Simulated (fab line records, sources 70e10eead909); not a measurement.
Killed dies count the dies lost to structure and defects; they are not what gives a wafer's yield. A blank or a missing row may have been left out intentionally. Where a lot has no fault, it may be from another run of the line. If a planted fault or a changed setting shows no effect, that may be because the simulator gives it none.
fab line records || flow nand-harc
record {"lots": 13, "wafers": 37, "last-day": 24}
route steps=1159 shown P_CONTACT@244 P_M0@269 END@1159
lots untouched by any fault: they come from a run of this same line in which no faults occurred
start-h: hours from the record's first day to the start of the lot's first wafer shown || wait-h: time in hours since the lot's previous step || " same as the row above || L1.1+2: a single row standing in for several wafers || - either no value or no given start || * or withheld: withheld || < > ~ a bound
route shown NAME@n: NAME is a module with steps in the file, n the number in the route of the first one || usual: the fault-free wafers' mean and standard deviation || same: alike in all rows || chamber/n: place in a boat || sites: each site's reading || _std_site: how widely they spread, as a standard deviation || _edge_site: the outer-site mean with the inner-site mean subtracted || radius-mm: how far each site lies from the wafer's centre || mask NAME#n: copy n || behind: tool/chamber where the wafer was last shaped || hold: reason for holding the lot/hours on hold/outcome of the hold || device: which transistor (n, p or np) failed to switch || end of line: tests of these same wafers at the route's end || a step with no rows: only its recipe || killed: at the first sort, the dies lost to defects and structure; wafer yield is something else || map: a wafer's dies, marking killed ones x, the rest . and places with no die _
set.NAME: setting as actually run; set.NAME@STEP: the setting as run at that earlier step || model.NAME: the simulator's own value behind a step, which no gauge read
one table for each step of the route and one row for each wafer, over a sample of lots
services: the hour from which a tool's chamber was out of use, counted from the record's first day as start-h (under 0 if before that day), plus the number of hours and why
## steps
# step NHARC_P_CONTACT_DEGAS_38
# recipe {"temp-c": 300, "time-s": 60}
# usual {"heater-power-w": "485/31"}
{"lot.wafer": "L729.4", "tool": "pvd-sputter-01", "chamber": "-", "start-h": 111.55, "wait-h": "-", "heater-power-w": 530}
{"lot.wafer": "L729.1", "tool": "pvd-sputter-01", "chamber": "-", "start-h": 111.55, "wait-h": "-", "heater-power-w": 501}
{"lot.wafer": "L729.5", "tool": "pvd-sputter-01", "chamber": "-", "start-h": 111.55, "wait-h": "-", "heater-power-w": 459}
{"lot.wafer": "L730.4", "tool": "pvd-sputter-03", "chamber": "-", "start-h": 117.14, "wait-h": "-", "heater-power-w": 446}
{"lot.wafer": "L730.3", "tool": "pvd-sputter-03", "chamber": "-", "start-h": 117.14, "wait-h": "-", "heater-power-w": 492}
{"lot.wafer": "L730.2", "tool": "pvd-sputter-03", "chamber": "-", "start-h": 117.14, "wait-h": "-", "heater-power-w": 432}
{"lot.wafer": "L731.2", "tool": "pvd-sputter-02", "chamber": "-", "start-h": 118.34, "wait-h": "-", "heater-power-w": 503}
{"lot.wafer": "L731.1", "tool": "pvd-sputter-02", "chamber": "-", "start-h": 118.34, "wait-h": "-", "heater-power-w": 417}
{"lot.wafer": "L731.6", "tool": "pvd-sputter-02", "chamber": "-", "start-h": 118.34, "wait-h": "-", "heater-power-w": 469}
{"lot.wafer": "L732.4", "tool": "pvd-sputter-01", "chamber": "-", "start-h": 129.26, "wait-h": "-", "heater-power-w": 453}
{"lot.wafer": "L732.1", "tool": "pvd-sputter-01", "chamber": "-", "start-h": 129.26, "wait-h": "-", "heater-power-w": 528}
{"lot.wafer": "L732.5", "tool": "pvd-sputter-01", "chamber": "-", "start-h": 129.26, "wait-h": "-", "heater-power-w": 497}
{"lot.wafer": "L733.3", "tool": "pvd-sputter-02", "chamber": "-", "start-h": 139.71, "wait-h": "-", "heater-power-w": 470}
{"lot.wafer": "L733.5", "tool": "pvd-sputter-02", "chamber": "-", "start-h": 139.71, "wait-h": "-", "heater-power-w": 485}
{"lot.wafer": "L733.6", "tool": "pvd-sputter-02", "chamber": "-", "start-h": 139.71, "wait-h": "-", "heater-power-w": 515}
{"lot.wafer": "L734.1", "tool": "pvd-sputter-01", "chamber": "-", "start-h": 142.54, "wait-h": "-", "heater-power-w": 511}
{"lot.wafer": "L734.2", "tool": "pvd-sputter-01", "chamber": "-", "start-h": 142.54, "wait-h": "-", "heater-power-w": 455}
{"lot.wafer": "L734.5", "tool": "pvd-sputter-01", "chamber": "-", "start-h": 142.54, "wait-h": "-", "heater-power-w": 461}
{"lot.wafer": "L735.3", "tool": "pvd-sputter-03", "chamber": "-", "start-h": 150.68, "wait-h": "-", "heater-power-w": 484}
{"lot.wafer": "L735.2", "tool": "pvd-sputter-03", "chamber": "-", "start-h": 150.68, "wait-h": "-", "heater-power-w": 441}
{"lot.wafer": "L735.4", "tool": "pvd-sputter-03", "chamber": "-", "start-h": 150.68, "wait-h": "-", "heater-power-w": 495}
{"lot.wafer": "L736.2", "tool": "pvd-sputter-01", "chamber": "-", "start-h": 157.41, "wait-h": "-", "heater-power-w": 532}
{"lot.wafer": "L736.4", "tool": "pvd-sputter-01", "chamber": "-", "start-h": 157.41, "wait-h": "-", "heater-power-w": 482}
{"lot.wafer": "L736.5", "tool": "pvd-sputter-01", "chamber": "-", "start-h": 157.41, "wait-h": "-", "heater-power-w": 502}
{"lot.wafer": "L737.2", "tool": "pvd-sputter-03", "chamber": "-", "start-h": 158.33, "wait-h": "-", "heater-power-w": 439}
{"lot.wafer": "L737.6", "tool": "pvd-sputter-03", "chamber": "-", "start-h": 158.33, "wait-h": "-", "heater-power-w": 493}
{"lot.wafer": "L737.5", "tool": "pvd-sputter-03", "chamber": "-", "start-h": 158.33, "wait-h": "-", "heater-power-w": 431}
{"lot.wafer": "L738.4", "tool": "pvd-sputter-02", "chamber": "-", "start-h": 171.75, "wait-h": "-", "heater-power-w": 415}
{"lot.wafer": "L738.2", "tool": "pvd-sputter-02", "chamber": "-", "start-h": 171.75, "wait-h": "-", "heater-power-w": 501}
{"lot.wafer": "L738.3", "tool": "pvd-sputter-02", "chamber": "-", "start-h": 171.75, "wait-h": "-", "heater-power-w": 482}
{"lot.wafer": "L739.1", "tool": "pvd-sputter-01", "chamber": "-", "start-h": 172.26, "wait-h": "-", "heater-power-w": 513}
{"lot.wafer": "L739.4", "tool": "pvd-sputter-01", "chamber": "-", "start-h": 172.26, "wait-h": "-", "heater-power-w": 528}
{"lot.wafer": "L739.2", "tool": "pvd-sputter-01", "chamber": "-", "start-h": 172.26, "wait-h": "-", "heater-power-w": 464}
{"lot.wafer": "L740.2", "tool": "pvd-sputter-01", "chamber": "-", "start-h": 186.13, "wait-h": "-", "heater-power-w": 520}
{"lot.wafer": "L740.1", "tool": "pvd-sputter-01", "chamber": "-", "start-h": 186.13, "wait-h": "-", "heater-power-w": 456}
{"lot.wafer": "L740.3", "tool": "pvd-sputter-01", "chamber": "-", "start-h": 186.13, "wait-h": "-", "heater-power-w": 481}
{"lot.wafer": "L745.4", "tool": "pvd-sputter-01", "chamber": "-", "start-h": 211.98, "wait-h": "-", "heater-power-w": 505}
# step NHARC_P_CONTACT_PRE_CLEAN_39
# recipe {"time-s": 19.5, "bias-v": 250, "gas": "Ar"}
{"lot.wafer": "L729.4+1+5", "tool": "pvd-sputter-01", "chamber": "-", "start-h": 111.61, "wait-h": "-"}
{"lot.wafer": "L730.3+2+4", "tool": "pvd-sputter-03", "chamber": "-", "start-h": 117.21, "wait-h": "-"}
{"lot.wafer": "L731.2+1+6", "tool": "pvd-sputter-02", "chamber": "-", "start-h": 118.41, "wait-h": "-"}
{"lot.wafer": "L732.1+4+5", "tool": "pvd-sputter-01", "chamber": "-", "start-h": 129.30, "wait-h": "-"}
{"lot.wafer": "L733.3+6+5", "tool": "pvd-sputter-02", "chamber": "-", "start-h": 139.78, "wait-h": "-"}
{"lot.wafer": "L734.1+2+5", "tool": "pvd-sputter-01", "chamber": "-", "start-h": 142.61, "wait-h": "-"}
{"lot.wafer": "L735.2+3+4", "tool": "pvd-sputter-03", "chamber": "-", "start-h": 150.74, "wait-h": "-"}
{"lot.wafer": "L736.4+2+5", "tool": "pvd-sputter-01", "chamber": "-", "start-h": 157.46, "wait-h": "-"}
{"lot.wafer": "L737.2+6+5", "tool": "pvd-sputter-03", "chamber": "-", "start-h": 158.40, "wait-h": "-"}
{"lot.wafer": "L738.3+4+2", "tool": "pvd-sputter-02", "chamber": "-", "start-h": 171.81, "wait-h": "-"}
{"lot.wafer": "L739.2+1+4", "tool": "pvd-sputter-01", "chamber": "-", "start-h": 172.32, "wait-h": "-"}
{"lot.wafer": "L740.3+1+2", "tool": "pvd-sputter-01", "chamber": "-", "start-h": 186.19, "wait-h": "-"}
{"lot.wafer": "L745.4", "tool": "pvd-sputter-01", "chamber": "-", "start-h": 212.04, "wait-h": "-"}
# step NHARC_P_CONTACT_ALD_22
# recipe {"target-thk-a": 30, "pulse-time-s": 1, "ald-cycles": 150, "temp-c": 450, "material": "TiN"}
# usual {"heater-power-w": "1067/100", "precursor-pulse-height-rel": "1.000/0.018"}
{"lot.wafer": "L729.4", "tool": "ald-metal-03", "chamber": 1, "start-h": 111.79, "wait-h": "-", "heater-power-w": 1227, "precursor-pulse-height-rel": 1.002}
{"lot.wafer": "L729.1", "tool": "ald-metal-03", "chamber": 3, "start-h": 111.79, "wait-h": "-", "heater-power-w": 1093, "precursor-pulse-height-rel": 1.006}
{"lot.wafer": "L729.5", "tool": "ald-metal-03", "chamber": 1, "start-h": 111.79, "wait-h": "-", "heater-power-w": 1193, "precursor-pulse-height-rel": 0.975}
{"lot.wafer": "L730.2", "tool": "ald-metal-03", "chamber": 1, "start-h": 117.38, "wait-h": "-", "heater-power-w": 1201, "precursor-pulse-height-rel": 1.014}
{"lot.wafer": "L730.3", "tool": "ald-metal-03", "chamber": 0, "start-h": 117.38, "wait-h": "-", "heater-power-w": 1189, "precursor-pulse-height-rel": 1.000}
{"lot.wafer": "L730.4", "tool": "ald-metal-03", "chamber": 1, "start-h": 117.38, "wait-h": "-", "heater-power-w": 1184, "precursor-pulse-height-rel": 0.980}
{"lot.wafer": "L731.2", "tool": "ald-metal-01", "chamber": 3, "start-h": 118.58, "wait-h": "-", "heater-power-w": 1036, "precursor-pulse-height-rel": 0.994}
{"lot.wafer": "L731.1", "tool": "ald-metal-01", "chamber": 2, "start-h": 118.58, "wait-h": "-", "heater-power-w": 972, "precursor-pulse-height-rel": 1.015}
{"lot.wafer": "L731.6", "tool": "ald-metal-01", "chamber": 0, "start-h": 118.58, "wait-h": "-", "heater-power-w": 950, "precursor-pulse-height-rel": 1.008}
{"lot.wafer": "L732.4", "tool": "ald-metal-03", "chamber": 1, "start-h": 129.51, "wait-h": "-", "heater-power-w": 1203, "precursor-pulse-height-rel": 1.020}
{"lot.wafer": "L732.1", "tool": "ald-metal-03", "chamber": 2, "start-h": 129.51, "wait-h": "-", "heater-power-w": 998, "precursor-pulse-height-rel": 1.011}
{"lot.wafer": "L732.5", "tool": "ald-metal-03", "chamber": 0, "start-h": 129.51, "wait-h": "-", "heater-power-w": 1175, "precursor-pulse-height-rel": 1.002}
{"lot.wafer": "L733.3", "tool": "ald-metal-02", "chamber": 3, "start-h": 139.97, "wait-h": "-", "heater-power-w": 1211, "precursor-pulse-height-rel": 1.007}
{"lot.wafer": "L733.5", "tool": "ald-metal-02", "chamber": 1, "start-h": 139.97, "wait-h": "-", "heater-power-w": 973, "precursor-pulse-height-rel": 0.950}
{"lot.wafer": "L733.6", "tool": "ald-metal-02", "chamber": 2, "start-h": 139.97, "wait-h": "-", "heater-power-w": 995, "precursor-pulse-height-rel": 1.013}
{"lot.wafer": "L734.2", "tool": "ald-metal-02", "chamber": 0, "start-h": 142.83, "wait-h": "-", "heater-power-w": 935, "precursor-pulse-height-rel": 0.992}
{"lot.wafer": "L734.1", "tool": "ald-metal-02", "chamber": 1, "start-h": 142.83, "wait-h": "-", "heater-power-w": 1004, "precursor-pulse-height-rel": 0.998}
{"lot.wafer": "L734.5", "tool": "ald-metal-02", "chamber": 2, "start-h": 142.83, "wait-h": "-", "heater-power-w": 1012, "precursor-pulse-height-rel": 1.028}
{"lot.wafer": "L735.2", "tool": "ald-metal-01", "chamber": 0, "start-h": 150.92, "wait-h": "-", "heater-power-w": 951, "precursor-pulse-height-rel": 0.970}
{"lot.wafer": "L735.3", "tool": "ald-metal-01", "chamber": 2, "start-h": 150.92, "wait-h": "-", "heater-power-w": 952, "precursor-pulse-height-rel": 1.012}
{"lot.wafer": "L735.4", "tool": "ald-metal-01", "chamber": 3, "start-h": 150.92, "wait-h": "-", "heater-power-w": 990, "precursor-pulse-height-rel": 1.025}
{"lot.wafer": "L736.2", "tool": "ald-metal-02", "chamber": 1, "start-h": 157.63, "wait-h": "-", "heater-power-w": 1009, "precursor-pulse-height-rel": 1.025}
{"lot.wafer": "L736.4", "tool": "ald-metal-02", "chamber": 2, "start-h": 157.63, "wait-h": "-", "heater-power-w": 985, "precursor-pulse-height-rel": 1.007}
{"lot.wafer": "L736.5", "tool": "ald-metal-02", "chamber": 1, "start-h": 157.63, "wait-h": "-", "heater-power-w": 991, "precursor-pulse-height-rel": 1.010}
{"lot.wafer": "L737.2", "tool": "ald-metal-03", "chamber": 2, "start-h": 158.67, "wait-h": "-", "heater-power-w": 1064, "precursor-pulse-height-rel": 0.990}
{"lot.wafer": "L737.5", "tool": "ald-metal-03", "chamber": 3, "start-h": 158.67, "wait-h": "-", "heater-power-w": 1099, "precursor-pulse-height-rel": 1.016}
{"lot.wafer": "L737.6", "tool": "ald-metal-03", "chamber": 0, "start-h": 158.67, "wait-h": "-", "heater-power-w": 1069, "precursor-pulse-height-rel": 0.993}
{"lot.wafer": "L738.2", "tool": "ald-metal-03", "chamber": 3, "start-h": 171.99, "wait-h": "-", "heater-power-w": 1087, "precursor-pulse-height-rel": 1.002}
{"lot.wafer": "L738.3", "tool": "ald-metal-03", "chamber": 1, "start-h": 171.99, "wait-h": "-", "heater-power-w": 1247, "precursor-pulse-height-rel": 0.967}
{"lot.wafer": "L738.4", "tool": "ald-metal-03", "chamber": 2, "start-h": 171.99, "wait-h": "-", "heater-power-w": 1038, "precursor-pulse-height-rel": 0.996}
{"lot.wafer": "L739.1", "tool": "ald-metal-01", "chamber": 0, "start-h": 172.50, "wait-h": "-", "heater-power-w": 979, "precursor-pulse-height-rel": 1.013}
{"lot.wafer": "L739.4", "tool": "ald-metal-01", "chamber": 1, "start-h": 172.50, "wait-h": "-", "heater-power-w": 1083, "precursor-pulse-height-rel": 1.003}
{"lot.wafer": "L739.2", "tool": "ald-metal-01", "chamber": 2, "start-h": 172.50, "wait-h": "-", "heater-power-w": 958, "precursor-pulse-height-rel": 0.990}
{"lot.wafer": "L740.3", "tool": "ald-metal-03", "chamber": 0, "start-h": 186.39, "wait-h": "-", "heater-power-w": 1105, "precursor-pulse-height-rel": 0.997}
{"lot.wafer": "L740.2", "tool": "ald-metal-03", "chamber": 1, "start-h": 186.39, "wait-h": "-", "heater-power-w": 1332, "precursor-pulse-height-rel": 1.019}
{"lot.wafer": "L740.1", "tool": "ald-metal-03", "chamber": 2, "start-h": 186.39, "wait-h": "-", "heater-power-w": 1038, "precursor-pulse-height-rel": 1.008}
{"lot.wafer": "L745.4", "tool": "ald-metal-03", "chamber": 3, "start-h": 212.22, "wait-h": "-", "heater-power-w": 1105, "precursor-pulse-height-rel": 1.026}
# step NHARC_P_M0_CD_MEAS_16
# usual {"cd-nm": "90.0/1.2"}
{"lot.wafer": "L729.1", "tool": "cd-sem-01", "chamber": "-", "start-h": 114.76, "wait-h": "-", "cd-nm": 89.7}
{"lot.wafer": "L729.4", "tool": "cd-sem-01", "chamber": "-", "start-h": 114.76, "wait-h": "-", "cd-nm": 91.0}
{"lot.wafer": "L729.5", "tool": "cd-sem-01", "chamber": "-", "start-h": 114.76, "wait-h": "-", "cd-nm": 89.8}
{"lot.wafer": "L730.2", "tool": "cd-sem-03", "chamber": "-", "start-h": 124.60, "wait-h": "-", "cd-nm": 89.8}
{"lot.wafer": "L730.3", "tool": "cd-sem-03", "chamber": "-", "start-h": 124.60, "wait-h": "-", "cd-nm": 89.5}
{"lot.wafer": "L730.4", "tool": "cd-sem-03", "chamber": "-", "start-h": 124.60, "wait-h": "-", "cd-nm": 88.7}
{"lot.wafer": "L731.1", "tool": "cd-sem-03", "chamber": "-", "start-h": 125.04, "wait-h": "-", "cd-nm": 90.4}
{"lot.wafer": "L731.2", "tool": "cd-sem-03", "chamber": "-", "start-h": 125.04, "wait-h": "-", "cd-nm": 88.1}
{"lot.wafer": "L731.6", "tool": "cd-sem-03", "chamber": "-", "start-h": 125.04, "wait-h": "-", "cd-nm": 89.9}
{"lot.wafer": "L732.1", "tool": "cd-sem-02", "chamber": "-", "start-h": 132.64, "wait-h": "-", "cd-nm": 87.7}
{"lot.wafer": "L732.4", "tool": "cd-sem-02", "chamber": "-", "start-h": 132.64, "wait-h": "-", "cd-nm": 88.3}
{"lot.wafer": "L732.5", "tool": "cd-sem-02", "chamber": "-", "start-h": 132.64, "wait-h": "-", "cd-nm": 89.1}
{"lot.wafer": "L733.3", "tool": "cd-sem-03", "chamber": "-", "start-h": 142.80, "wait-h": "-", "cd-nm": 88.9}
{"lot.wafer": "L733.5", "tool": "cd-sem-03", "chamber": "-", "start-h": 142.80, "wait-h": "-", "cd-nm": 90.1}
{"lot.wafer": "L733.6", "tool": "cd-sem-03", "chamber": "-", "start-h": 142.80, "wait-h": "-", "cd-nm": 89.1}
{"lot.wafer": "L734.1", "tool": "cd-sem-02", "chamber": "-", "start-h": 150.74, "wait-h": "-", "cd-nm": 89.5}
{"lot.wafer": "L734.2", "tool": "cd-sem-02", "chamber": "-", "start-h": 150.74, "wait-h": "-", "cd-nm": 88.8}
{"lot.wafer": "L734.5", "tool": "cd-sem-02", "chamber": "-", "start-h": 150.74, "wait-h": "-", "cd-nm": 88.2}
{"lot.wafer": "L735.2", "tool": "cd-sem-03", "chamber": "-", "start-h": 153.85, "wait-h": "-", "cd-nm": 87.6}
{"lot.wafer": "L735.3", "tool": "cd-sem-03", "chamber": "-", "start-h": 153.85, "wait-h": "-", "cd-nm": 89.5}
{"lot.wafer": "L735.4", "tool": "cd-sem-03", "chamber": "-", "start-h": 153.85, "wait-h": "-", "cd-nm": 89.7}
{"lot.wafer": "L736.2", "tool": "cd-sem-01", "chamber": "-", "start-h": 162.37, "wait-h": "-", "cd-nm": 90.1}
{"lot.wafer": "L736.4", "tool": "cd-sem-01", "chamber": "-", "start-h": 162.37, "wait-h": "-", "cd-nm": 90.5}
{"lot.wafer": "L736.5", "tool": "cd-sem-01", "chamber": "-", "start-h": 162.37, "wait-h": "-", "cd-nm": 88.9}
{"lot.wafer": "L737.2", "tool": "cd-sem-02", "chamber": "-", "start-h": 163.12, "wait-h": "-", "cd-nm": 91.5}
{"lot.wafer": "L737.5", "tool": "cd-sem-02", "chamber": "-", "start-h": 163.12, "wait-h": "-", "cd-nm": 89.4}
{"lot.wafer": "L737.6", "tool": "cd-sem-02", "chamber": "-", "start-h": 163.12, "wait-h": "-", "cd-nm": 89.7}
{"lot.wafer": "L738.2", "tool": "cd-sem-01", "chamber": "-", "start-h": 174.90, "wait-h": "-", "cd-nm": 87.8}
{"lot.wafer": "L738.3", "tool": "cd-sem-01", "chamber": "-", "start-h": 174.90, "wait-h": "-", "cd-nm": 89.8}
{"lot.wafer": "L738.4", "tool": "cd-sem-01", "chamber": "-", "start-h": 174.90, "wait-h": "-", "cd-nm": 91.5}
{"lot.wafer": "L739.1", "tool": "cd-sem-03", "chamber": "-", "start-h": 175.43, "wait-h": "-", "cd-nm": 88.5}
{"lot.wafer": "L739.2", "tool": "cd-sem-03", "chamber": "-", "start-h": 175.43, "wait-h": "-", "cd-nm": 90.1}
{"lot.wafer": "L739.4", "tool": "cd-sem-03", "chamber": "-", "start-h": 175.43, "wait-h": "-", "cd-nm": 90.7}
{"lot.wafer": "L740.1", "tool": "cd-sem-02", "chamber": "-", "start-h": 189.00, "wait-h": "-", "cd-nm": 90.6}
{"lot.wafer": "L740.2", "tool": "cd-sem-02", "chamber": "-", "start-h": 189.00, "wait-h": "-", "cd-nm": 88.6}
{"lot.wafer": "L740.3", "tool": "cd-sem-02", "chamber": "-", "start-h": 189.00, "wait-h": "-", "cd-nm": 88.9}
{"lot.wafer": "L745.4", "tool": "cd-sem-03", "chamber": "-", "start-h": 218.62, "wait-h": "-", "cd-nm": 90.4}
# step NHARC_END_SORT_01
# recipe {"temp-c": 25}
# usual {"killed-at-array": "27/9.9", "killed-at-other": "0.5/0.76", "killed-at-periphery": "3.4/2.2", "killed-dies": "31/10", "killed-open": "3.3/2", "killed-short": "2.0/1.5"}
# same {"gross-dies": 677}
{"lot.wafer": "L745.4", "tool": "prober-01", "chamber": 0, "start-h": 569.97, "wait-h": 3.4, "killed-at-array": 34, "killed-at-other": 0, "killed-at-periphery": 12, "killed-dies": 46, "killed-open": 3, "killed-short": 2}
# killed by level:class
L745.4 A_CHANNEL_HOLE_D1:chamber-film-flake=20 P_CONTACT:unspecified=10 A_CONTACT:chamber-film-flake=5 A_STAIRCASE:chamber-film-flake=4 A_CONTACT:geometric-particle:open=2 A_ONON_D1:geometric-particle:short=1 A_M1:geometric-particle:short=1 A_M1:geometric-particle:open=1
## services
{"tool": "ald-metal-01", "chamber": "-", "start-h": 102.00, "hours": 10.0, "kind": "pm"}
{"tool": "ald-metal-01", "chamber": 0, "start-h": 102.00, "hours": 10.0, "kind": "vent-cycle"}
{"tool": "ald-metal-01", "chamber": 1, "start-h": 102.00, "hours": 10.0, "kind": "vent-cycle"}
{"tool": "ald-metal-01", "chamber": 2, "start-h": 102.00, "hours": 10.0, "kind": "vent-cycle"}
{"tool": "ald-metal-01", "chamber": 3, "start-h": 102.00, "hours": 10.0, "kind": "vent-cycle"}
{"tool": "pvd-sputter-03", "chamber": "-", "start-h": 102.00, "hours": 10.0, "kind": "pm"}
{"tool": "ald-metal-01", "chamber": 0, "start-h": 112.00, "hours": "-", "kind": "clean"}
{"tool": "ald-metal-01", "chamber": 1, "start-h": 112.00, "hours": "-", "kind": "clean"}
{"tool": "ald-metal-01", "chamber": 2, "start-h": 112.00, "hours": "-", "kind": "clean"}
{"tool": "ald-metal-01", "chamber": 3, "start-h": 112.00, "hours": "-", "kind": "clean"}
{"tool": "ald-metal-03", "chamber": 2, "start-h": 114.66, "hours": 5.9, "kind": "repair"}
{"tool": "pvd-sputter-03", "chamber": "-", "start-h": 117.59, "hours": 1.5, "kind": "repair"}
{"tool": "ald-metal-03", "chamber": "-", "start-h": 144.00, "hours": 10.0, "kind": "pm"}
{"tool": "ald-metal-03", "chamber": 0, "start-h": 144.00, "hours": 10.0, "kind": "vent-cycle"}
{"tool": "ald-metal-03", "chamber": 1, "start-h": 144.00, "hours": 10.0, "kind": "vent-cycle"}
{"tool": "ald-metal-03", "chamber": 2, "start-h": 144.00, "hours": 10.0, "kind": "vent-cycle"}
{"tool": "ald-metal-03", "chamber": 3, "start-h": 144.00, "hours": 10.0, "kind": "vent-cycle"}
{"tool": "ald-metal-03", "chamber": 0, "start-h": 154.00, "hours": "-", "kind": "clean"}
{"tool": "ald-metal-03", "chamber": 1, "start-h": 154.00, "hours": "-", "kind": "clean"}
{"tool": "ald-metal-03", "chamber": 2, "start-h": 154.00, "hours": "-", "kind": "clean"}
{"tool": "ald-metal-03", "chamber": 3, "start-h": 154.00, "hours": "-", "kind": "clean"}
{"tool": "pvd-sputter-03", "chamber": "-", "start-h": 155.92, "hours": 2.0, "kind": "repair"}
{"tool": "pvd-sputter-01", "chamber": "-", "start-h": 158.17, "hours": 10.0, "kind": "pm"}
{"tool": "ald-metal-02", "chamber": "-", "start-h": 186.00, "hours": 10.0, "kind": "pm"}
## key
first-sign {"step": "NHARC_END_SORT_01", "reading": "killed-at-periphery", "direction": "up", "sigmas": 3.9, "usual": 3.4, "struck": 12}
effect none on later readings
met-at NHARC_P_CONTACT_PRE_CLEAN_39
struck-lots L745
struck-wafers L745.4
tester-left-out L745
not-acting-at NHARC_P_CONTACT_DEGAS_38,NHARC_P_CONTACT_ALD_22,NHARC_P_M0_CD_MEAS_16
onset-between 186.19 212.04
also-fits time
fault {"kind": "chamber-particle-source", "tool": "pvd-sputter-01", "chamber": "-", "onset-h": 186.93, "steps": "NHARC_P_CONTACT_PRE_CLEAN_39", "rate-per-visit-cm2": 0.012059, "end-h": 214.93, "scope": "struck-wafers-only"}
# tester-left-out: of these lots the tester's yield and bins aren't shown, on N5 and GAA mostly nor the transistor test; their killed dies are dies lost to structure and defects alone, not to doping, threshold or leakage, so they don't give the yield
